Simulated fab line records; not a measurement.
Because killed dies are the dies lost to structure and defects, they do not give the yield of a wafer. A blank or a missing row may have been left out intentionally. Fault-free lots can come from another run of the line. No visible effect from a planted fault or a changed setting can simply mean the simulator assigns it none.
Chamber matching	flow n5 finfet	N5_MOL_CONTACT_COAG_ETCH_124 on rie diel-05: 4 sister chambers
The step etches SiNx in CH3F/O2, stops on SiOC, target depth 6.5 nm. 4 wafers are shown with their chamber, then 11 later ones without.

== WAFERS, EACH WITH ITS CHAMBER ==
wafer	chamber	drypump motor current A (A)
L086.1	0	5.9
L086.2	1	5.2
L086.3	3	4.9
L087.1	2	5.5

== WAFERS MISSING THEIR CHAMBER ==
wafer	drypump motor current A (A)
L087.2	4.8
L087.6	5.5
L093.1	5.9
L093.4	4.9
L093.6	5.5
L095.2	4.8
L095.3	5.6
L095.4	5.2
L096.3	4.8
L096.4	5.2
L096.5	5.9

== THE CHAMBER EACH PASSED THROUGH ==
wafer	from the rows above	in truth
L087.2	3	3
L087.6	2	2
L093.1	0	0
L093.4	3	3
L093.6	2	2
L095.2	3	3
L095.3	2	2
L095.4	1	1
L096.3	3	3
L096.4	1	1
L096.5	0	0
11 of 11 placed correctly. Can't be placed from these rows: 0. Wrongly placed: 0.
How it was worked out, from the rows above alone: a wafer's distance from a chamber is the root of the sum, over the readings, of the square of ((its reading less the chamber's mean) divided by the reading's scatter). If the next closest chamber is less than 2 further off than the closest, the wafer can't be placed; otherwise it belongs to the closest. For every chamber, the mean is computed from those of its wafers that are shown. The scatter (one wafer shown for each chamber): square how far every hidden wafer sits from the nearest shown wafer, average those squares and take the square root.
